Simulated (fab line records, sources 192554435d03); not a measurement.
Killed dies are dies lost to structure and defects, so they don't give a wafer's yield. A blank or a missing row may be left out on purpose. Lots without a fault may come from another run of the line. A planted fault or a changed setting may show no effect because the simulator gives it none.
fab line records | flow n5_finfet
record lots=12 wafers=35 last_day=19
route steps=1938 shown PMOS_HMC_CHANNEL_EPI@81 FIN_SAQP@96 PASSIVATION@1936
lots that met no fault: from a run of the same line without faults
start_h: hours from the record's first day to the start of the lot's first wafer shown | wait_h: hours since the lot's step before | " the same as in the row above | L1.1+2: a row that stands for several wafers | - no value, or no start given | * or withheld: withheld | < > ~ a bound
route shown NAME@n: a module of which the file shows steps, and the number in the route of the first | usual: mean/standard deviation of fault-free wafers | same: alike in all rows | chamber/n: place in a boat | sites: the reading at each site | _std_site: their standard deviation | _edge_site: outer sites' mean less inner sites' | radius_mm: how far each site lies from the wafer's centre | mask NAME#n: copy n | behind: the tool/chamber that last shaped the wafer | hold: why the lot was held/for how many hours/how that ended | device: the transistor (n, p or np) that didn't switch | end of line: the same wafers' tests at the end of the route | a step without rows: its recipe alone | killed: dies lost to structure and defects at the first sort, not the wafer's yield | map: a wafer's dies, x killed, . not, _ none there
set.NAME: the setting as run; set.NAME@STEP: as run at that earlier step | model.NAME: the simulator's own value behind a step, which no gauge read
steps of the route over a sample of lots; a table a step, a row a wafer
services: from which hour (start_h, from the record's first day; less than 0 if before it) a tool's chamber was out of use, for how many hours, and why
## steps
# step N5_PMOS_HMC_CHANNEL_EPI_CMP_21
# recipe material=SiGe30 post_cmp_clean=alkaline_brush target_thk_nm=54
# usual motor_current_A=12.1/0.89
# columns lot.wafer tool chamber start_h wait_h motor_current_A
L573.1 cmp-04 1 19.98 0.0 12.1
L573.4 " 0 " " 12.5
L573.6 " 2 " " 13.5
L574.2 cmp-01 3 25.87 0.1 12.7
L574.4 " 0 " " 11.5
L574.6 " 2 " " 12.4
L579.1 cmp-01 1 56.02 0.0 10.7
L579.2 " 2 " " 12.4
L581.3 cmp-02 2 68.52 0.0 13.8
L581.1 " 3 " " 10.8
L581.4 " 0 " " 13.4
L582.1 cmp-01 0 74.70 0.1 10.7
L582.4 " 1 " " 11.0
L582.6 " 3 " " 12.8
L583.4 cmp-01 2 80.68 0.1 12.5
L583.3 " 3 " " 13.3
L583.1 " 0 " " 10.8
L585.3 cmp-01 1 92.02 0.6 11.2
L585.2 " 2 " " 12.1
L585.1 " 0 " " 12.2
L586.4 cmp-02 1 97.65 0.1 11.4
L586.2 " 2 " " 13.3
L586.6 " 1 " " 11.8
L587.3 cmp-02 3 104.64 0.0 11.3
L587.1 " 1 " " 12.0
L587.4 " 2 " " 13.0
L589.2 cmp-01 3 116.18 0.0 12.3
L589.1 " 0 " " 11.7
L589.4 " 1 " " 11.2
L592.1 cmp-04 1 134.06 0.1 12.2
L592.2 " 3 " " 10.5
L592.6 " 0 " " 12.9
L596.1 cmp-02 1 157.14 0.1 10.9
L596.3 " 3 " " 11.5
L596.5 " 0 " " 13.1
# step N5_PMOS_HMC_CHANNEL_EPI_EPI_26
# recipe material=Si target_thk_a=38 temp_c=650 precursor=SiH4/H2 pressure_torr=20 time_s=22.7
# usual chamber_pressure_Torr=20.00/0.043 throttle_valve_pct=11.6/0.32
# columns lot.wafer tool chamber start_h wait_h chamber_pressure_Torr throttle_valve_pct
L573.1 epi_rpcvd-04 0 20.39 0.0 19.97 11.4
L573.4 " 0 " " 19.98 11.1
L573.6 " 0 " " 19.97 11.1
L574.2 epi_rpcvd-03 0 26.25 0.1 20.00 11.4
L574.4 " 0 " " 20.02 11.3
L574.6 " 0 " " 20.01 11.5
L579.1 epi_rpcvd-03 0 56.43 0.0 20.07 11.3
L579.2 " 0 " " 20.06 11.7
L581.1 epi_rpcvd-03 0 68.92 0.0 20.04 11.4
L581.3 " 0 " " 19.98 11.3
L581.4 " 0 " " 20.02 11.3
L582.1 epi_rpcvd-01 0 75.02 0.0 20.03 11.9
L582.4 " 0 " " 20.01 11.8
L582.6 " 0 " " 20.01 12.1
L583.1 epi_rpcvd-03 0 81.04 0.0 19.96 11.4
L583.3 " 0 " " 19.99 11.4
L583.4 " 0 " " 19.99 11.3
L585.1 epi_rpcvd-01 0 92.43 0.0 19.94 12.1
L585.2 " 0 " " 20.01 12.1
L585.3 " 0 " " 20.00 12.1
L586.2 epi_rpcvd-01 0 98.08 0.1 20.00 11.9
L586.4 " 0 " " 19.98 12.0
L586.6 " 0 " " 19.98 12.0
L587.1 epi_rpcvd-03 0 105.05 0.0 19.91 11.5
L587.3 " 0 " " 19.88 11.7
L587.4 " 0 " " 19.86 11.5
L589.1 epi_rpcvd-03 0 116.58 0.0 19.99 11.3
L589.2 " 0 " " 19.96 11.5
L589.4 " 0 " " 19.98 11.3
L592.1 epi_rpcvd-03 0 134.47 0.0 19.98 11.4
L592.2 " 0 " " 20.00 11.4
L592.6 " 0 " " 20.00 11.4
L596.1 epi_rpcvd-01 0 157.54 0.0 20.10 12.3
L596.3 " 0 " " 20.12 11.9
L596.5 " 0 " " 19.99 12.2
# step N5_FIN_SAQP_HM_DEP_03
# recipe material=SiNx target_thk_a=380 temp_c=400 precursor=SiH4/NH3/N2 pressure_torr=1.5 rf_w=300 time_s=33.6
# usual chamber_pressure_Torr=1.500/0.0032 heater_power_w=815/85 showerhead_plenum_p_Torr=5.14/0.051 throttle_valve_pct=40.6/2.8
# columns lot.wafer tool chamber start_h wait_h chamber_pressure_Torr heater_power_w showerhead_plenum_p_Torr since_wet_clean_h throttle_valve_pct
L573.1 pecvd-01 1 21.43 0.2 1.501 666 5.18 1450 41.9
L573.4 " 1 " " 1.500 660 5.18 - 41.7
L573.6 " 1 " " 1.501 669 5.19 - 42.1
L574.2 pecvd-01 1 28.51 0.2 1.498 762 5.19 1457 41.9
L574.4 " 1 " " 1.496 771 5.19 - 41.9
L574.6 " 1 " " 1.496 768 5.19 - 41.8
L579.1 pecvd-03 0 57.43 0.2 1.503 740 5.06 943 40.8
L579.2 " 2 " " 1.498 953 5.09 178 36.8
L581.1 pecvd-02 2 69.83 0.2 1.501 879 5.12 2042 43.5
L581.3 " 0 " " 1.500 749 5.19 592 37.7
L581.4 " 0 " " 1.496 786 5.18 - 37.8
L582.1 pecvd-03 1 76.04 0.2 1.497 892 5.08 1686 45.9
L582.4 " 1 " " 1.496 919 5.10 - 46.3
L582.6 " 1 " " 1.497 944 5.09 - 46.1
L583.1 pecvd-01 1 81.95 0.2 1.503 768 5.18 1511 42.1
L583.3 " 1 " " 1.501 775 5.18 - 41.9
L583.4 " 0 " " 1.505 862 5.16 - 42.0
L585.1 pecvd-01 2 96.15 0.2 1.502 1004 5.19 46 36.7
L585.2 " 1 " " 1.497 799 5.19 1525 42.0
L585.3 " 0 " " 1.497 714 5.15 800 42.0
L586.2 pecvd-02 1 99.92 0.2 1.501 768 5.22 1348 38.2
L586.4 " 0 " " 1.497 724 5.19 - 37.7
L586.6 " 2 " " 1.496 808 5.11 - 43.7
L587.1 pecvd-03 2 106.69 0.2 1.503 888 5.09 227 36.9
L587.3 " 1 " " 1.501 849 5.09 1717 46.1
L587.4 " 0 " " 1.501 723 5.07 - 41.1
L589.1 pecvd-03 2 117.49 0.2 1.504 905 5.07 238 37.2
L589.2 " 1 " " 1.496 891 5.10 1728 46.0
L589.4 " 2 " " 1.504 907 5.10 - 36.9
L592.1 pecvd-02 1 135.54 0.2 1.498 680 5.23 1383 38.5
L592.2 " 0 " " 1.496 793 5.18 658 37.7
L592.6 " 0 " " 1.495 778 5.19 - 38.0
L596.1 pecvd-01 1 158.49 0.2 1.495 813 5.21 1587 41.9
L596.3 " 0 " " 1.500 709 5.15 862 42.3
L596.5 " 2 " " 1.499 888 5.20 - 37.0
# step N5_FIN_SAQP_COAT_50
# recipe resist=SiARC temp_c=220 time_s=60 spin_rpm=1500 resist_thk_nm=35
# usual dispense_pressure_kPa=52/3.9 spin_speed_rpm=1500.0/0.89
# columns lot.wafer tool chamber start_h wait_h dispense_pressure_kPa spin_speed_rpm
L573.1 litho_track-04 0 21.94 - 55 1500.6
L573.4 " 0 " " 55 1500.1
L573.6 " 0 " " 55 1500.2
L574.2 litho_track-01 0 28.97 - 53 1499.2
L574.4 " 0 " " 53 1499.2
L574.6 " 0 " " 52 1499.9
L579.1 litho_track-04 0 57.84 - 55 1501.1
L579.2 " 0 " " 55 1500.1
L581.1 litho_track-01 0 70.24 - 53 1500.9
L581.3 " 0 " " 53 1500.4
L581.4 " 0 " " 53 1499.7
L582.1 litho_track-01 0 76.50 - 52 1238.1
L582.4 " 0 " " 53 1238.2
L582.6 " 0 " " 53 1239.8
L583.1 litho_track-01 0 82.46 - 53 1239.8
L583.3 " 0 " " 53 1239.8
L583.4 " 0 " " 52 1240.0
L585.1 litho_track-01 0 96.56 - 53 1238.6
L585.2 " 0 " " 53 1238.4
L585.3 " 0 " " 53 1239.2
L586.2 litho_track-04 0 100.38 - 55 1499.7
L586.4 " 0 " " 55 1499.0
L586.6 " 0 " " 55 1500.2
L587.1 litho_track-02 0 107.10 - 43 1499.8
L587.3 " 0 " " 43 1500.8
L587.4 " 0 " " 43 1499.8
L589.1 litho_track-02 0 117.90 - 43 1500.0
L589.2 " 0 " " 43 1498.6
L589.4 " 0 " " 43 1501.3
L592.1 litho_track-04 0 135.95 - 55 1501.0
L592.2 " 0 " " 55 1499.2
L592.6 " 0 " " 55 1500.3
L596.1 litho_track-04 0 158.90 - 55 1499.6
L596.3 " 0 " " 55 1500.1
L596.5 " 0 " " 55 1498.5
# step N5_FIN_SAQP_ETCH_51
# recipe chemistry=CF4 target=SiARC target_depth_a=455 mask_material=CAR-ArF time_s=75.8 ion_energy_ev=80 pressure_mtorr=40 source_w=545 bias_w=36 Ar_flow_sccm=100 cf4_flow_sccm=100 ends=cleared
# usual drypump_motor_current_A=5.6/0.6 etch_rf_on_time_s=75.4/1.7 oes_product_au=0.68/0.085 rf_vpp_V=184.0/1.2 showerhead_plenum_p_Torr=2.14/0.067 throttle_valve_pct=15.66/0.24
# columns lot.wafer tool chamber start_h wait_h drypump_motor_current_A etch_rf_on_time_s oes_product_au rf_hours_counter_h rf_vpp_V showerhead_plenum_p_Torr throttle_valve_pct
L573.1 rie_diel-04 3 22.44 0.0 6.2 75.0 0.69 115 184.7 2.25 15.76
L573.4 " 1 " " 6.3 74.5 0.62 213 185.6 2.21 15.53
L573.6 " 0 " " 6.2 75.0 0.67 - 184.0 2.16 15.89
L574.2 rie_diel-05 0 30.02 0.0 5.1 76.6 0.57 247 185.1 2.20 15.82
L574.4 " 1 " " 5.5 75.7 0.67 - 185.5 2.24 15.81
L574.6 " 3 " " 5.7 73.3 0.79 - 184.3 2.10 15.28
L579.1 rie_diel-04 2 58.49 0.0 4.9 76.9 0.61 196 182.9 2.06 15.75
L579.2 " 1 " " 6.3 75.5 0.61 227 184.5 2.21 15.58
L581.1 rie_diel-03 2 70.67 0.0 5.1 72.6 0.79 15 183.8 2.10 15.46
L581.3 " 1 " " 4.7 76.2 0.79 13 183.3 2.10 15.58
L581.4 " 2 " " 5.1 73.6 0.79 - 183.7 2.10 15.46
L582.1 rie_diel-03 0 77.11 0.0 5.7 85.3 0.58 226 184.8 2.04 15.92
L582.4 " 2 " " 5.1 80.4 0.78 - 183.6 2.10 15.45
L582.6 " 0 " " 5.7 83.9 0.58 - 182.9 2.04 15.92
L583.1 rie_diel-04 1 85.12 0.0 6.3 81.8 0.61 236 184.0 2.20 15.59
L583.3 " 3 " " 6.2 83.7 0.67 139 185.2 2.24 15.81
L583.4 " 2 " " 4.9 84.5 0.60 206 183.5 2.06 15.79
L585.1 rie_diel-05 1 97.39 0.0 5.5 83.0 0.66 151 185.0 2.23 15.86
L585.2 " 0 " " 5.1 82.7 0.79 13 183.7 2.20 15.34
L585.3 " 2 " " 6.6 78.6 0.79 20 185.4 2.18 15.28
L586.2 rie_diel-03 3 100.92 0.0 5.1 75.9 0.82 1 183.3 2.11 15.29
L586.4 " 1 " " 4.7 75.5 0.76 27 182.8 2.09 15.62
L586.6 " 2 " " 5.1 73.3 0.76 - 183.5 2.10 15.48
L587.1 rie_diel-05 3 108.13 0.0 5.7 74.3 0.75 36 183.8 2.09 15.34
L587.3 " 0 " " 5.1 75.8 0.78 17 184.4 2.20 15.35
L587.4 " 2 " " 6.6 72.3 0.78 25 184.8 2.18 15.30
L589.1 rie_diel-03 3 118.47 0.0 5.1 75.9 0.80 9 183.0 2.11 15.30
L589.2 " 1 " " 4.7 74.9 0.75 35 184.3 2.09 15.63
L589.4 " 0 " " 5.7 77.0 0.57 245 181.3 2.03 15.96
L592.1 rie_diel-04 0 136.45 0.0 6.2 75.6 0.63 175 184.1 2.14 15.97
L592.2 " 3 " " 6.2 76.8 0.65 159 185.7 2.23 15.85
L592.6 " 3 " " 6.2 77.2 0.65 - 185.9 2.23 15.84
L596.1 rie_diel-04 3 159.40 0.0 6.2 76.5 0.65 169 185.4 2.23 15.86
L596.3 " 2 " " 4.9 77.8 0.59 238 183.1 2.05 15.82
L596.5 " 1 " " 6.3 74.0 0.81 - 185.1 2.20 15.16
# step N5_PASSIVATION_PROBE_49
# usual defect_limited_yield=91.3/1.3 killed_at_M0_to_M3=34/9.1 killed_at_M4_up=14/5.6 killed_at_contacts=13/5.9 killed_at_front_end=39/11 killed_at_other=3.6/3 killed_dies=102/16 killed_open=68/12 killed_short=33/7.3 sort_bin_4_leakage=0.00/0.01 sort_bin_5_function=5.2/0.89 sort_bin_6_memory=3.2/0.68 sort_bin_8_speed=0.00/0.027 sort_n_pass=1078/16 sort_yield_pct=91.3/1.3
# same gross_dies=1180 killed_at_back_side=0
# columns lot.wafer tool chamber start_h wait_h defect_limited_yield[%] killed_at_M0_to_M3 killed_at_M4_up killed_at_contacts killed_at_front_end killed_at_other killed_dies killed_open killed_short sort_bin_4_leakage[%] sort_bin_5_function[%] sort_bin_6_memory[%] sort_bin_8_speed[%] sort_n_pass sort_yield_pct[%]
L574.2 prober-02 - 304.23 0.1 90.0 35 16 19 40 8 118 77 38 0 5.4 4.3 0.08 1061 89.9
L574.4 prober-02 - 304.33 0.2 89.2 46 8 28 39 7 128 90 36 0 6.6 3.8 0 1052 89.2
L574.6 prober-02 - 304.43 0.3 89.2 42 14 17 49 5 127 93 34 0 6.9 3.7 0 1053 89.2
L573.1 prober-02 - 309.24 0.0 91.2 39 11 11 42 1 104 69 35 0 5.3 3.0 0 1076 91.2
L573.4 prober-02 - 309.39 0.2 92.0 17 18 7 46 6 94 56 38 0 4.7 3.0 0 1086 92.0
L573.6 prober-02 - 309.49 0.3 91.0 28 14 8 49 7 106 75 27 0 4.9 3.6 0 1074 91.0
L579.1 prober-01 - 341.74 0.0 87.8 49 10 12 70 3 144 99 44 0 7.8 4.3 0 1036 87.8
L579.2 prober-01 - 341.79 0.1 88.6 50 13 18 52 2 135 89 44 0 6.6 4.4 0 1045 88.6
L581.1 prober-01 - 347.27 0.0 89.6 43 13 5 54 8 123 87 36 0 7.2 3.1 0 1057 89.6
L581.3 prober-01 - 347.37 0.1 90.0 58 13 10 30 7 118 79 39 0 5.8 4.1 0 1062 90.0
L581.4 prober-01 - 347.42 0.2 91.8 46 13 9 26 3 97 60 37 0 4.3 3.8 0 1083 91.8
L582.1 prober-02 - 348.79 0.0 88.6 29 9 7 79 10 134 87 47 0.08 5.9 5.0 0 1045 88.6
L582.4 prober-02 - 348.94 0.2 88.4 29 18 15 72 3 137 90 46 0 7.2 4.2 0 1043 88.4
L582.6 prober-02 - 349.04 0.3 91.8 34 6 9 38 10 97 63 34 0 4.9 3.3 0 1083 91.8
L587.1 prober-01 - 397.93 0.0 90.7 53 21 4 30 2 110 70 39 0 5.4 3.4 0 1070 90.7
L587.3 prober-01 - 398.03 0.1 90.1 57 15 14 31 0 117 85 31 0 5.5 4.0 0 1063 90.1
L587.4 prober-01 - 398.08 0.2 90.7 42 18 12 29 9 110 79 28 0 5.8 3.1 0 1070 90.7
L586.2 prober-02 - 399.18 0.1 90.1 40 7 20 36 14 117 80 36 0 5.6 4.0 0 1063 90.1
L586.4 prober-02 - 399.28 0.2 93.1 25 8 12 33 4 82 46 31 0 3.3 3.1 0 1098 93.1
L586.6 prober-02 - 399.38 0.3 91.9 43 18 11 20 4 96 58 36 0 4.5 3.1 0 1084 91.9
L589.1 prober-02 - 416.10 0.0 92.9 24 16 12 29 3 84 49 35 0 4.6 2.1 0 1096 92.9
L589.2 prober-02 - 416.15 0.1 91.4 23 17 7 54 0 101 66 30 0 4.7 3.2 0 1079 91.4
L589.4 prober-02 - 416.25 0.2 91.4 46 7 9 39 0 101 64 36 0 5.7 2.7 0 1079 91.4
L592.1 prober-01 - 439.81 0.0 91.5 14 17 15 51 3 100 62 38 0 5.2 3.1 0 1080 91.5
L592.2 prober-01 - 439.86 0.1 91.5 26 10 12 51 1 100 42 56 0 5.3 2.5 0 1080 91.5
L592.6 prober-01 - 440.06 0.3 93.0 19 18 17 28 1 83 53 28 0 3.7 3.1 0 1097 93.0
L596.1 prober-02 - 462.47 0.0 91.9 22 8 19 45 2 96 48 41 0 4.7 2.5 0 1084 91.9
L596.3 prober-02 - 462.57 0.1 94.3 24 6 9 27 1 67 40 24 0 3.4 2.0 0 1113 94.3
L596.5 prober-02 - 462.67 0.2 92.4 35 14 15 26 0 90 65 21 0 4.6 3.1 0 1090 92.4
# killed by level:class
L574.2 MOL_CONTACT_COAG:geometric_particle:open=12 STI_FIN_REVEAL:geometric_particle:open=9 BEOL_M3:geometric_particle:open=8 MOL_CONTACT_COAG:geometric_particle:short=7 DUMMY_GATE:geometric_particle:open=6 BEOL_M1:geometric_particle:open=6 FIN_SAQP:geometric_particle:short=5 BEOL_M0_SAQP:geometric_particle:open=5
L574.4 MOL_CONTACT_COAG:geometric_particle:open=25 BEOL_M0_SAQP:geometric_particle:open=12 BEOL_M1:geometric_particle:open=8 BEOL_M0_SAQP:geometric_particle:short=7 BEOL_M2:geometric_particle:open=7 BEOL_M3:geometric_particle:open=6 FIN_SAQP:geometric_particle:open=5 STARTING-WAFER:geometric_particle:open=4
L574.6 STI_FIN_REVEAL:geometric_particle:open=20 BEOL_M3:geometric_particle:open=15 MOL_CONTACT_COAG:geometric_particle:open=15 FIN_SAQP:geometric_particle:open=7 BEOL_M0_SAQP:geometric_particle:open=7 BEOL_M4:geometric_particle:open=7 DUMMY_GATE:geometric_particle:open=6 BEOL_M0_SAQP:geometric_particle:short=5
L573.1 FIN_SAQP:geometric_particle:short=15 BEOL_M2:geometric_particle:open=12 MOL_CONTACT_COAG:geometric_particle:open=9 FIN_SAQP:geometric_particle:open=7 BEOL_M1:geometric_particle:open=7 BEOL_M3:geometric_particle:open=7 BEOL_M0_SAQP:geometric_particle:open=5 STI_FIN_REVEAL:geometric_particle:open=4
L573.4 STI_FIN_REVEAL:geometric_particle:open=13 FIN_SAQP:geometric_particle:open=7 FIN_SAQP:geometric_particle:short=7 MOL_CONTACT_COAG:geometric_particle:open=7 BEOL_M0_SAQP:geometric_particle:short=7 BEOL_M4:geometric_particle:short=7 GATE_CUT:geometric_particle:short=5 BEOL_M5:geometric_particle:open=3
L573.6 BEOL_M2:geometric_particle:open=13 STI_FIN_REVEAL:geometric_particle:open=12 MOL_CONTACT_COAG:geometric_particle:open=8 FIN_SAQP:geometric_particle:short=7 BEOL_M4:geometric_particle:open=6 GATE_CUT:geometric_particle:short=5 BEOL_M3:geometric_particle:open=5 BEOL_M0_SAQP:geometric_particle:open=4
L579.1 STI_FIN_REVEAL:geometric_particle:open=20 FIN_SAQP:geometric_particle:open=18 BEOL_M0_SAQP:geometric_particle:open=16 BEOL_M0_SAQP:geometric_particle:short=11 BEOL_M2:geometric_particle:open=11 MOL_CONTACT_COAG:geometric_particle:open=10 FIN_SAQP:geometric_particle:short=9 BEOL_M4:geometric_particle:open=5
L579.2 MOL_CONTACT_COAG:geometric_particle:open=16 FIN_SAQP:geometric_particle:open=14 BEOL_M0_SAQP:geometric_particle:open=12 BEOL_M3:geometric_particle:open=11 FIN_SAQP:geometric_particle:short=8 BEOL_M2:geometric_particle:open=8 GATE_CUT:geometric_particle:short=7 BEOL_M0_SAQP:geometric_particle:short=7
L581.1 FIN_SAQP:geometric_particle:open=15 FIN_SAQP:geometric_particle:short=15 BEOL_M2:geometric_particle:open=13 BEOL_M3:geometric_particle:open=9 DUMMY_GATE:geometric_particle:open=7 BEOL_M0_SAQP:geometric_particle:open=7 BEOL_M4:geometric_particle:open=6 MOL_CONTACT_COAG:geometric_particle:open=5
L581.3 BEOL_M0_SAQP:geometric_particle:short=14 BEOL_M1:geometric_particle:open=13 BEOL_M0_SAQP:geometric_particle:open=10 MOL_CONTACT_COAG:geometric_particle:open=8 STI_FIN_REVEAL:geometric_particle:open=7 BEOL_M3:geometric_particle:open=7 BEOL_M4:geometric_particle:open=5 BEOL_M2:geometric_particle:open=5
L581.4 FIN_SAQP:geometric_particle:open=8 BEOL_M1:geometric_particle:open=8 BEOL_M0_SAQP:geometric_particle:open=8 BEOL_M0_SAQP:geometric_particle:short=8 BEOL_M2:geometric_particle:open=7 MOL_CONTACT_COAG:geometric_particle:open=6 BEOL_M0:geometric_particle:short=5 BEOL_M1:geometric_particle:short=4
L582.1 FIN_SAQP:geometric_particle:open=27 GATE_CUT:geometric_particle:short=13 DUMMY_GATE:geometric_particle:open=7 MOL_CONTACT_COAG:geometric_particle:open=7 FIN_SAQP:geometric_particle:short=6 BEOL_M2:geometric_particle:open=6 ILD0:geometric_particle:open=6 STI_FIN_REVEAL:geometric_particle:open=5
L582.4 FIN_SAQP:geometric_particle:open=26 MOL_CONTACT_COAG:geometric_particle:open=13 GATE_CUT:geometric_particle:short=12 FIN_SAQP:geometric_particle:short=7 GATE_CUT:geometric_particle:open=6 BEOL_M4:geometric_particle:open=6 BEOL_M1:geometric_particle:open=5 ILD0:geometric_particle:open=5
L582.6 BEOL_M3:geometric_particle:open=13 BEOL_M0_SAQP:geometric_particle:open=8 FIN_SAQP:geometric_particle:open=7 MOL_CONTACT_COAG:geometric_particle:open=7 GATE_CUT:geometric_particle:short=5 BEOL_M2:geometric_particle:open=5 MIM_TOP_ETCH:geometric_particle:open=5 FIN_SAQP:geometric_particle:short=4
L587.1 BEOL_M0_SAQP:geometric_particle:open=17 BEOL_M0_SAQP:geometric_particle:short=14 BEOL_M4:geometric_particle:open=13 FIN_SAQP:geometric_particle:open=6 FIN_SAQP:geometric_particle:short=6 BEOL_M2:geometric_particle:open=6 BEOL_M1:geometric_particle:open=4 BEOL_M2:geometric_particle:short=4
L587.3 BEOL_M0_SAQP:geometric_particle:open=23 BEOL_M2:geometric_particle:open=12 MOL_CONTACT_COAG:geometric_particle:open=11 BEOL_M4:geometric_particle:open=9 BEOL_M0_SAQP:geometric_particle:short=8 STI_FIN_REVEAL:geometric_particle:open=7 BEOL_M3:geometric_particle:open=6 DUMMY_GATE:geometric_particle:open=5
L587.4 BEOL_M0_SAQP:geometric_particle:open=14 MOL_CONTACT_COAG:geometric_particle:open=12 BEOL_M4:geometric_particle:open=11 BEOL_M2:geometric_particle:open=8 BEOL_M3:geometric_particle:open=6 STI_FIN_REVEAL:geometric_particle:open=4 BEOL_M0_SAQP:geometric_particle:short=4 FIN_SAQP:geometric_particle:open=3
L586.2 MOL_CONTACT_COAG:geometric_particle:open=17 BEOL_M0_SAQP:geometric_particle:open=11 BEOL_M0_SAQP:geometric_particle:short=10 BEOL_M2:geometric_particle:open=10 STARTING-WAFER:geometric_particle:open=8 FIN_SAQP:geometric_particle:open=5 FIN_SAQP:geometric_particle:short=4 BEOL_M3:geometric_particle:open=4
L586.4 MOL_CONTACT_COAG:geometric_particle:open=10 FIN_SAQP:geometric_particle:short=6 BEOL_M0_SAQP:geometric_particle:open=6 HKMG_FIN:area_etch=5 BEOL_M0_SAQP:geometric_particle:short=4 BEOL_M1:geometric_particle:open=4 BEOL_M3:geometric_particle:open=4 FIN_SAQP:geometric_particle:open=3
L586.6 BEOL_M0_SAQP:geometric_particle:short=17 MOL_CONTACT_COAG:geometric_particle:open=10 BEOL_M0_SAQP:geometric_particle:open=10 FIN_SAQP:geometric_particle:open=6 BEOL_M1:geometric_particle:open=5 BEOL_M6:geometric_particle:open=4 DUMMY_GATE:geometric_particle:open=3 BEOL_M1:geometric_particle:short=3
L589.1 BEOL_M3:geometric_particle:open=11 MOL_CONTACT_COAG:geometric_particle:open=9 BEOL_M4:geometric_particle:open=8 FIN_SAQP:geometric_particle:short=6 BEOL_M0_SAQP:geometric_particle:short=5 STI_FIN_REVEAL:geometric_particle:open=4 BEOL_M4:geometric_particle:short=4 STI_FIN_REVEAL:geometric_particle:short=3
L589.2 STI_FIN_REVEAL:geometric_particle:open=22 FIN_SAQP:geometric_particle:open=8 BEOL_M0_SAQP:geometric_particle:short=8 MOL_CONTACT_COAG:geometric_particle:open=7 STI_FIN_REVEAL:geometric_particle:short=6 BEOL_M8:geometric_particle:open=5 BEOL_M3:geometric_particle:open=5 HKMG_FIN:area_etch=5
L589.4 BEOL_M0_SAQP:geometric_particle:short=15 BEOL_M0_SAQP:geometric_particle:open=12 FIN_SAQP:geometric_particle:open=11 DUMMY_GATE:geometric_particle:open=8 MOL_CONTACT_COAG:geometric_particle:open=7 BEOL_M3:geometric_particle:open=6 FIN_SAQP:geometric_particle:short=5 BEOL_M1:geometric_particle:short=4
L592.1 FIN_SAQP:geometric_particle:short=18 MOL_CONTACT_COAG:geometric_particle:open=12 FIN_SAQP:geometric_particle:open=11 BEOL_M5:geometric_particle:open=8 GATE_CUT:geometric_particle:open=5 BEOL_M1:geometric_particle:open=4 STI_FIN_REVEAL:geometric_particle:open=4 GATE_CUT:geometric_particle:short=4
L592.2 FIN_SAQP:geometric_particle:short=24 MOL_CONTACT_COAG:geometric_particle:short=12 FIN_SAQP:geometric_particle:open=8 BEOL_M1:geometric_particle:open=8 BEOL_M0_SAQP:geometric_particle:short=6 BEOL_M0_SAQP:geometric_particle:open=4 BEOL_M5:geometric_particle:open=4 STI_FIN_REVEAL:geometric_particle:short=3
L592.6 MOL_CONTACT_COAG:geometric_particle:open=11 BEOL_M5:geometric_particle:open=10 FIN_SAQP:geometric_particle:short=9 BEOL_M0_SAQP:geometric_particle:open=5 MOL_CONTACT_COAG:geometric_particle:short=5 BEOL_M0_SAQP:geometric_particle:short=5 BEOL_M1:geometric_particle:open=4 STARTING-WAFER:geometric_particle:short=4
L596.1 FIN_SAQP:geometric_particle:short=13 MOL_CONTACT_COAG:geometric_particle:open=13 BEOL_M3:geometric_particle:open=10 FIN_SAQP:geometric_particle:open=7 MOL_CONTACT_COAG:geometric_particle:short=6 HKMG_FIN:area_etch=5 BEOL_M2:geometric_particle:short=4 DUMMY_GATE:geometric_particle:open=3
L596.3 BEOL_M3:geometric_particle:open=12 STI_FIN_REVEAL:geometric_particle:open=5 MOL_CONTACT_COAG:geometric_particle:open=5 DUMMY_GATE:geometric_particle:open=4 MOL_CONTACT_COAG:geometric_particle:short=4 ILD0:geometric_particle:short=3 BEOL_M3:geometric_particle:short=3 STARTING-WAFER:geometric_particle:short=3
L596.5 MOL_CONTACT_COAG:geometric_particle:open=12 BEOL_M3:geometric_particle:open=10 BEOL_M2:geometric_particle:open=7 STI_FIN_REVEAL:geometric_particle:open=6 BEOL_M0_SAQP:geometric_particle:short=6 DUMMY_GATE:geometric_particle:open=5 BEOL_M0_SAQP:geometric_particle:open=4 BEOL_M6:geometric_particle:open=4
## services
# columns tool chamber start_h hours kind
cmp-02 - -1.63 0.5 repair
cmp-01 - 1.54 2.1 repair
epi_rpcvd-03 - 10.75 0.9 repair
rie_diel-05 2 11.89 8.6 repair
rie_diel-03 - 16.74 14.6 pm
cmp-02 - 22.14 0.6 repair
pecvd-01 - 23.65 1.2 repair
cmp-02 - 32.19 1.1 repair
cmp-01 - 34.67 0.8 repair
rie_diel-04 3 37.61 2.4 repair
pecvd-03 1 44.92 2.3 repair
pecvd-03 0 50.61 2.1 repair
epi_rpcvd-03 - 70.03 1.4 repair
pecvd-01 - 75.88 1.7 repair
epi_rpcvd-03 - 77.28 2.8 pm
cmp-02 - 84.52 4.0 pm
pecvd-01 - 87.46 2.8 pm
cmp-02 - 88.52 5.3 pm
cmp-02 - 95.40 2.1 repair
cmp-02 - 100.34 1.8 repair
pecvd-03 1 110.85 2.0 repair
cmp-02 - 114.09 12.3 repair
cmp-01 - 132.90 1.1 repair
rie_diel-04 0 147.84 10.7 repair
## key
first_sign step=N5_FIN_SAQP_COAT_50 reading=spin_speed_rpm direction=down sigmas=99+ usual=* struck=*
effect step=N5_FIN_SAQP_ETCH_51 reading=etch_rf_on_time_s direction=up sigmas=4.3 usual=* struck=*
met_at N5_FIN_SAQP_COAT_50
struck_lots L582,L583,L585
rows_end L583.1,L583.3,L583.4,L585.1,L585.2,L585.3
not_acting_at N5_PMOS_HMC_CHANNEL_EPI_CMP_21,N5_PMOS_HMC_CHANNEL_EPI_EPI_26,N5_FIN_SAQP_HM_DEP_03
onset_between 70.24 76.50
fault kind=process_parameter_drift tool=litho_track-01 chamber=- onset_h=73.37 steps=N5_FIN_SAQP_COAT_50 channel=spin_rpm offset=* shape=step acts_in=* stated=*
# rows_end: these wafers met a further fault down the route, and their rows from its step on are left out
